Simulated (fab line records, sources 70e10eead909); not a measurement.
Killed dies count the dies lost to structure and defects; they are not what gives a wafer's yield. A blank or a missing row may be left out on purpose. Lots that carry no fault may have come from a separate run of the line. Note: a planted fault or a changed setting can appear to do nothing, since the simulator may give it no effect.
fab line records	flow nand_harc
record lots=12	wafers=36	last_day=34
route steps=1302 shown A_DECK1_JOINT@530 A_ONON_D2@562 END@1302
lots that met no fault: from a run of the same line without faults
start_h: hours from the record's first day to the start of the lot's first wafer shown	wait_h: hours elapsed since this lot's preceding step	" as in the row above	L1.1+2: several wafers, shown together as one row	- no value, or no start given	* or withheld: withheld	< > ~ a bound
route shown NAME@n: names a module that has steps shown in the file, with the first one's number in the route	usual: average and standard deviation across the fault-free wafers	same: alike in all rows	chamber/n: place in a boat	sites: the reading at each site	_std_site: how widely they spread, as a standard deviation	_edge_site: outer sites' mean less inner sites'	radius_mm: how far each site lies from the wafer's centre	mask NAME#n: copy n	behind: the last tool/chamber to shape the wafer	hold: why the lot went on hold/how many hours it stayed there/how the hold came to an end	device: whichever transistor did not switch (one of n, p or np)	end of line: the route-end tests of the same wafers	a step without rows: its recipe alone	killed: dies lost to structure and defects at the first sort, not the wafer's yield	map: a wafer's dies, marking killed ones x, the rest . and places with no die _
set.NAME: the setting the step ran with; set.NAME@STEP: the setting that earlier step ran with	model.NAME: the simulator's own value behind a step, which no gauge read
one table for each step of the route and one row for each wafer, over a sample of lots
services: when a tool's chamber went out of use (start_h, in hours from the record's first day, below 0 if earlier), for how many hours, and the reason
## steps
# step NHARC_A_DECK1_JOINT_ETCHBACK_00
# recipe target_depth_a=300	time_s=17.4	hbr_flow_sccm=150	rf_w=350	icp_w=350	bias_w=60	chemistry=HBr
# usual drypump_motor_current_A=5.9/0.45	oes_product_au=0.997/0.011	throttle_valve_pct=23.266/0.01
lot.wafer	tool	chamber	start_h	wait_h	drypump_motor_current_A	oes_product_au	rf_hours_counter_h	throttle_valve_pct
L761.1	rie_si-01	0	260.02	0.1	6.4	1.019	0.3	23.276
L761.2	"	2	"	"	6.0	1.012	0.4	23.271
L761.5	"	0	"	"	6.4	1.018	-	23.282
L763.1	rie_si-06	1	268.63	0.1	6.5	0.987	0.1	23.274
L763.4	"	0	"	"	6.3	0.978	0.1	23.260
L763.5	"	1	"	"	6.5	0.988	-	23.261
L762.1	rie_si-05	0	268.68	0.1	5.7	0.988	0.9	23.264
L762.4	"	2	"	"	6.0	0.999	-	23.264
L762.3	"	0	"	"	5.7	0.979	-	23.253
L769.2	rie_si-01	3	336.79	0.1	6.3	0.990	0.9	23.272
L769.5	"	0	"	"	6.4	1.007	-	23.274
L769.6	"	1	"	"	5.5	0.996	-	23.257
L770.3	rie_si-01	3	343.97	0.1	6.3	0.981	1.0	23.270
L770.1	"	0	"	"	6.4	1.013	0.8	23.258
L770.5	"	1	"	"	5.5	0.993	-	23.273
L774.1	rie_si-01	3	389.05	0.1	6.3	0.970	0.0	23.254
L774.3	"	1	"	"	5.5	0.993	0.1	23.248
L774.6	"	3	"	"	6.3	0.978	-	23.264
L777.1	rie_si-05	2	419.83	0.1	6.0	0.988	0.8	23.263
L777.3	"	1	"	"	5.9	1.004	0.8	23.269
L777.6	"	3	"	"	5.2	1.014	-	23.280
L776.1	rie_si-01	0	424.21	0.1	6.4	1.021	0.2	23.257
L776.3	"	2	"	"	6.0	0.992	0.2	23.264
L776.5	"	3	"	"	6.3	0.979	-	23.282
L778.3	rie_si-05	2	433.47	0.1	6.0	0.993	0.9	23.282
L778.4	"	3	"	"	5.2	0.998	0.8	23.262
L778.6	"	3	"	"	5.2	1.000	-	23.254
L780.3	rie_si-05	0	461.33	0.1	5.8	0.994	1.0	23.261
L780.1	"	2	"	"	6.0	0.994	1.1	23.266
L780.4	"	3	"	"	5.2	0.996	1.0	23.265
L782.2	rie_si-05	1	474.89	0.1	6.0	1.010	1.2	23.286
L782.3	"	3	"	"	5.2	1.002	1.1	23.249
L782.5	"	2	"	"	6.0	1.006	-	23.264
L783.2	rie_si-01	2	482.72	0.1	6.0	0.994	0.6	23.256
L783.4	"	3	"	"	6.2	0.986	0.5	23.249
L783.5	"	3	"	"	6.3	0.977	-	23.263
# step NHARC_A_DECK1_JOINT_DEP_16
# recipe target_thk_a=450	temp_c=400	pressure_torr=6.5	rf_w=900	teos_flow_sccm=161.4	flow_sccm=2650	target_thk_nm=45	gas=O2	material=SiO2
# usual heater_power_w=518/100	susceptor_temp_C=400.01/0.23	throttle_valve_pct=15.8/0.56
lot.wafer	tool	chamber	start_h	wait_h	heater_power_w	susceptor_temp_C	throttle_valve_pct
L761.1	pecvd-01	2	283.16	0.1	555	399.81	17.0
L761.2	"	1	"	"	416	399.54	16.3
L761.5	"	0	"	"	545	400.03	16.1
L762.1	pecvd-04	0	293.31	0.2	461	399.84	15.6
L762.3	"	2	"	"	563	399.55	15.8
L762.4	"	0	"	"	465	400.02	15.3
L763.1	pecvd-03	2	293.33	0.3	554	400.27	15.1
L763.5	"	2	"	"	564	400.37	14.9
L763.4	"	0	"	"	387	399.87	15.5
L769.2	pecvd-01	1	358.36	0.1	430	400.10	16.3
L769.6	"	0	"	"	523	400.12	16.1
L769.5	"	1	"	"	429	400.17	16.2
L770.3	pecvd-03	0	364.08	0.1	368	400.16	15.8
L770.1	"	1	"	"	589	399.96	16.3
L770.5	"	1	"	"	589	400.39	16.3
L774.1	pecvd-01	2	414.85	0.1	624	400.14	16.5
L774.3	"	1	"	"	517	400.02	16.3
L774.6	"	1	"	"	535	399.73	16.3
L776.3	pecvd-03	2	442.95	0.1	750	399.75	14.7
L776.1	"	0	"	"	379	399.83	15.4
L776.5	"	1	"	"	545	400.01	15.7
L777.3	pecvd-01	2	442.99	0.1	605	400.05	16.4
L777.1	"	0	"	"	553	399.91	16.4
L777.6	"	2	"	"	628	399.91	16.5
L778.3	pecvd-01	2	453.65	0.1	624	400.01	16.4
L778.4	"	0	"	"	573	400.24	16.2
L778.6	"	1	"	"	512	399.95	16.3
L780.3	pecvd-03	0	487.74	0.1	417	400.04	15.3
L780.1	"	1	"	"	540	400.08	16.1
L780.4	"	0	"	"	407	399.68	15.5
L783.2	pecvd-03	1	509.42	0.1	553	399.91	15.7
L783.4	"	0	"	"	372	400.11	15.3
L783.5	"	1	"	"	539	400.09	15.7
L782.2	pecvd-01	2	511.04	0.1	635	399.69	16.4
L782.3	"	1	"	"	401	399.53	15.9
L782.5	"	1	"	"	414	399.91	15.8
# step NHARC_A_DECK1_JOINT_INSPECT_05
# usual raw_defect_count=319/120
lot.wafer	tool	chamber	start_h	wait_h	raw_defect_count
L761.1	defect_inspect-01	-	283.48	0.0	457
L761.2	"	-	"	"	323
L761.5	"	-	"	"	580
L762.1	defect_inspect-02	-	293.62	0.0	329
L762.3	"	-	"	"	366
L762.4	"	-	"	"	645
L763.1	defect_inspect-01	-	293.64	0.0	440
L763.4	"	-	"	"	369
L763.5	"	-	"	"	438
L769.2	defect_inspect-02	-	358.62	0.0	264
L769.5	"	-	"	"	238
L769.6	"	-	"	"	254
L770.1	defect_inspect-01	-	364.40	0.0	164
L770.3	"	-	"	"	165
L770.5	"	-	"	"	438
L774.1	defect_inspect-02	-	415.16	0.0	163
L774.3	"	-	"	"	258
L774.6	"	-	"	"	173
L776.1	defect_inspect-02	-	443.27	0.0	228
L776.3	"	-	"	"	221
L776.5	"	-	"	"	269
L777.1	defect_inspect-01	-	443.28	0.0	338
L777.3	"	-	"	"	363
L777.6	"	-	"	"	555
L778.3	defect_inspect-02	-	453.97	0.0	601
L778.4	"	-	"	"	306
L778.6	"	-	"	"	379
L780.1	defect_inspect-01	-	488.06	0.0	307
L780.3	"	-	"	"	388
L780.4	"	-	"	"	304
L783.2	defect_inspect-01	-	509.71	0.0	135
L783.4	"	-	"	"	208
L783.5	"	-	"	"	324
L782.2	defect_inspect-01	-	511.36	0.0	235
L782.3	"	-	"	"	169
L782.5	"	-	"	"	177
# step NHARC_A_ONON_D2_DEP_25
# recipe target_thk_a=10000	n2_flow_sccm=2750	n2o_flow_sccm=2000	nh3_flow_sccm=500	sih4_flow_sccm=210	temp_c=400
# usual susceptor_temp_C=399.96/0.19
lot.wafer	tool	chamber	start_h	wait_h	susceptor_temp_C
L761.1	pecvd_onon-03	0	294.95	0.1	400.13
L761.2	"	0	"	"	399.69
L761.5	"	0	"	"	399.97
L762.1	pecvd_onon-03	0	304.97	0.1	399.93
L762.3	"	0	"	"	400.05
L762.4	"	0	"	"	399.80
L763.1	pecvd_onon-02	0	304.99	0.1	400.15
L763.4	"	0	"	"	399.83
L763.5	"	0	"	"	400.13
L769.2	pecvd_onon-03	0	370.82	0.2	399.99
L769.5	"	0	"	"	400.23
L769.6	"	0	"	"	399.92
L770.1	pecvd_onon-03	0	376.93	0.1	399.90
L770.3	"	0	"	"	399.72
L770.5	"	0	"	"	399.71
L774.1	pecvd_onon-01	0	427.22	0.1	400.05
L774.3	"	0	"	"	400.00
L774.6	"	0	"	"	400.33
L776.1	pecvd_onon-03	0	455.03	0.2	400.18
L776.3	"	0	"	"	400.14
L776.5	"	0	"	"	400.08
L777.1	pecvd_onon-02	0	455.08	0.2	399.81
L777.3	"	0	"	"	399.99
L777.6	"	0	"	"	400.12
L778.3	pecvd_onon-03	0	465.83	0.2	400.26
L778.4	"	0	"	"	399.95
L778.6	"	0	"	"	400.10
L780.1	pecvd_onon-01	0	499.47	0.1	399.52
L780.3	"	0	"	"	399.92
L780.4	"	0	"	"	400.13
L783.2	pecvd_onon-03	0	521.15	0.1	400.16
L783.4	"	0	"	"	400.01
L783.5	"	0	"	"	399.85
L782.2	pecvd_onon-02	0	521.16	0.1	399.86
L782.3	"	0	"	"	400.14
L782.5	"	0	"	"	399.71
# step NHARC_A_ONON_D2_THK_MEAS_27
# recipe thk_meas_gauge=ellipsometry
# usual thk_nm=1000/10
lot.wafer	tool	chamber	start_h	wait_h	thk_nm
L761.1	film_metro-01	-	295.46	-	1008
L761.2	"	-	"	"	1008
L761.5	"	-	"	"	1005
L762.1	film_metro-01	-	305.48	-	1010
L762.3	"	-	"	"	1011
L762.4	"	-	"	"	1010
L763.1	film_metro-01	-	305.50	-	1007
L763.4	"	-	"	"	1006
L763.5	"	-	"	"	1005
L769.2	film_metro-02	-	371.27	-	452
L769.5	"	-	"	"	451
L769.6	"	-	"	"	450
L770.1	film_metro-01	-	377.44	-	439
L770.3	"	-	"	"	440
L770.5	"	-	"	"	440
L774.1	film_metro-02	-	427.73	-	1003
L774.3	"	-	"	"	1001
L774.6	"	-	"	"	1001
L776.1	film_metro-01	-	455.54	-	999
L776.3	"	-	"	"	996
L776.5	"	-	"	"	997
L777.1	film_metro-02	-	455.59	-	992
L777.3	"	-	"	"	992
L777.6	"	-	"	"	994
L778.3	film_metro-02	-	466.22	-	988
L778.4	"	-	"	"	985
L778.6	"	-	"	"	988
L780.1	film_metro-01	-	499.99	-	998
L780.3	"	-	"	"	998
L780.4	"	-	"	"	999
L783.2	film_metro-01	-	521.60	-	1007
L783.4	"	-	"	"	1008
L783.5	"	-	"	"	1008
L782.2	film_metro-01	-	521.60	-	983
L782.3	"	-	"	"	984
L782.5	"	-	"	"	983
# step NHARC_END_SORT_01
# recipe temp_c=25
# usual killed_at_array=53/18	killed_at_other=0.8/1.1	killed_at_periphery=4.1/2.7	killed_dies=58/18	killed_open=3.1/1.7	killed_short=2.7/1.7
# same gross_dies=677
lot.wafer	tool	chamber	start_h	wait_h	killed_at_array	killed_at_other	killed_at_periphery	killed_dies	killed_open	killed_short
L769.2	prober-02	0	660.21	2.8	672	1	4	677	3	3
L769.5	prober-02	0	662.61	3.7	670	0	7	677	5	0
L769.6	prober-02	0	663.41	4.0	672	0	5	677	5	4
L770.1	prober-02	0	667.64	2.5	671	1	5	677	5	5
L770.3	prober-02	0	669.26	3.1	673	1	3	677	3	5
L770.5	prober-02	0	670.88	3.7	675	1	1	677	1	2
# killed by level:class
L769.2 A_ONON_D2:area_dep=637 A_CHANNEL_HOLE_D1:chamber_film_flake=16 A_CHANNEL_HOLE_D2:chamber_film_flake=9 P_GATE:chamber_film_flake=3 A_M0:geometric_particle:open=2 A_SLIT:chamber_film_flake=2 A_ONON_D2:geometric_particle:short=1 A_CHANNEL_HOLE_D2:geometric_particle:short=1
L769.5 A_ONON_D2:area_dep=631 A_CHANNEL_HOLE_D2:chamber_film_flake=15 A_CHANNEL_HOLE_D1:chamber_film_flake=13 P_GATE:chamber_film_flake=4 A_CHANNEL_FILL_D1:geometric_particle:open=2 A_SLIT:chamber_film_flake=2 A_CONTACT:chamber_film_flake=2 P_CONTACT:geometric_particle:open=1
L769.6 A_ONON_D2:area_dep=616 A_CHANNEL_HOLE_D1:chamber_film_flake=33 A_CHANNEL_HOLE_D2:chamber_film_flake=9 P_GATE:chamber_film_flake=4 A_ONON_D2:geometric_particle:open=2 A_CHANNEL_HOLE_D1:geometric_particle:short=1 A_CHANNEL_FILL_D2:geometric_particle:open=1 A_WL_FILL:geometric_particle:short=1
L770.1 A_ONON_D2:area_dep=611 A_SLIT:chamber_film_flake=32 A_CHANNEL_HOLE_D1:chamber_film_flake=14 A_STAIRCASE:chamber_film_flake=2 A_CHANNEL_HOLE_D2:unspecified=2 A_CONTACT:chamber_film_flake=2 P_CONTACT:geometric_particle:open=1 P_M0:geometric_particle:open=1
L770.3 A_ONON_D2:area_dep=616 A_SLIT:chamber_film_flake=25 A_CHANNEL_HOLE_D1:chamber_film_flake=17 A_STAIRCASE:chamber_film_flake=6 A_CHANNEL_FILL_D1:chamber_film_flake=2 P_CONTACT:geometric_particle:short=1 P_M0:geometric_particle:short=1 P_M2:geometric_particle:open=1
L770.5 A_ONON_D2:area_dep=603 A_CHANNEL_HOLE_D1:chamber_film_flake=40 A_SLIT:chamber_film_flake=19 A_CHANNEL_FILL_D1:chamber_film_flake=2 A_CHANNEL_HOLE_D2:unspecified=2 A_STAIRCASE:chamber_film_flake=2 A_CONTACT:chamber_film_flake=2 P_STI:geometric_particle:short=1
## services
tool	chamber	start_h	hours	kind
rie_si-06	0	239.58	6.5	repair
rie_si-05	1	245.79	29.3	repair
rie_si-06	-	249.00	9.0	pm
rie_si-05	3	255.71	17.0	repair
pecvd_onon-01	-	269.00	13.0	pm
pecvd-01	1	273.97	1.9	repair
rie_si-05	-	291.03	12.9	repair
rie_si-05	-	305.05	9.0	pm
pecvd-01	-	311.45	13.0	pm
pecvd-03	0	318.34	22.1	repair
pecvd-03	2	330.37	6.0	repair
pecvd_onon-02	-	366.33	13.0	pm
pecvd-03	-	366.47	13.0	pm
rie_si-01	-	370.00	9.0	pm
pecvd-01	-	381.54	2.4	repair
pecvd_onon-03	-	408.00	13.0	pm
rie_si-01	-	433.42	1.2	repair
pecvd_onon-01	-	450.00	13.0	pm
rie_si-05	-	482.05	9.0	pm
rie_si-01	3	487.07	12.7	repair
pecvd-01	-	492.45	13.0	pm
pecvd-03	-	499.00	1.1	repair
pecvd-01	-	516.96	1.6	repair
rie_si-05	-	520.26	0.5	repair
## key
first_sign step=NHARC_A_ONON_D2_THK_MEAS_27	reading=thk_nm	direction=down	sigmas=55	usual=1000	struck=445
effect step=NHARC_END_SORT_01	reading=killed_dies	direction=up	sigmas=34	usual=58	struck=677
more_kills_born_at NHARC_A_ONON_D2_DEP_25@pecvd_onon-03=3714
met_at NHARC_A_ONON_D2_DEP_25
struck_lots L769,L770
struck_wafers L769.2,L769.5,L769.6,L770.1,L770.3,L770.5
later_rows_left_out L769.2,L769.5,L769.6,L770.1,L770.3,L770.5
tester_left_out L769,L770
not_acting_at NHARC_A_DECK1_JOINT_ETCHBACK_00,NHARC_A_DECK1_JOINT_DEP_16,NHARC_A_DECK1_JOINT_INSPECT_05
onset_between 304.97 370.82
fault kind=process_parameter_drift	tool=pecvd_onon-03	chamber=0	onset_h=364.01	steps=NHARC_A_ONON_D2_DEP_25	channel=target_thk_a	offset=*	shape=step	end_h=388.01	acts_in=*	stated=*
# tester_left_out: of these lots the tester's yield and bins aren't shown, on N5 and GAA mostly nor the transistor test; their killed dies are dies lost to structure and defects alone, not to doping, threshold or leakage, so they don't give the yield
# later_rows_left_out: the simulator's readings of these wafers behind a module that went badly wrong aren't trusted and aren't shown, but for the sort
